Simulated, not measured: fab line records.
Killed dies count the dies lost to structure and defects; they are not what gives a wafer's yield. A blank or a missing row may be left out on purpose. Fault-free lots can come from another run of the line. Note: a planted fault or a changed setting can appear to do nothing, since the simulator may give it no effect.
Chamber matching ; flow nandHarc ; 4 sister chambers for NHARC_A_STAIRCASE_ALD_420 on aldHk-03
The step deposits SiO2, target thk 20 nm, pulse time 6 s, ald cycles 200. 8 wafers are shown with their chamber, then 8 later ones without.

WAFERS, EACH WITH ITS CHAMBER
wafer;chamber;heaterPowerW (W);precursorPulseHeightRel
L076.4;2;413;1.037
L079.6;0;545;0.998
L080.5;0;524;0.988
L080.6;1;379;1.030
L081.4;3;446;0.994
L081.5;2;425;1.007
L081.6;1;372;0.995
L082.2;3;461;0.950

WAFERS WITHOUT THEIR CHAMBER
wafer;heaterPowerW (W);precursorPulseHeightRel
L082.4;382;0.975
L082.5;454;1.019
L086.1;368;0.965
L086.2;457;1.016
L086.6;544;0.977
L091.2;440;1.001
L091.4;461;0.981
L091.6;448;0.982

WHICH CHAMBER EACH ONE RAN IN
wafer;from the rows above;in truth
L082.4;1;1
L082.5;can't be placed: 3 or 2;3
L086.1;1;1
L086.2;can't be placed: 3 or 2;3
L086.6;0;0
L091.2;can't be placed: 3 or 2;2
L091.4;3;3
L091.6;3;3
Placed correctly: 5 of 8. Unplaceable from these rows: 3, with the true chamber sitting among the candidates in 3. Wrongly placed: 0.
How it was worked out, from the rows above alone: a wafer's distance from a chamber is the root of the sum, over the readings, of the square of ((its reading less the chamber's mean) divided by the reading's scatter). The wafer belongs to the nearest chamber; if the next one is less than 2 further off, it can't be placed. The mean given for a chamber averages the wafers shown for that chamber. The scatter: the root of (the sum of the squares of (reading less its chamber's mean) over the shown wafers, divided by (wafers less chambers)).
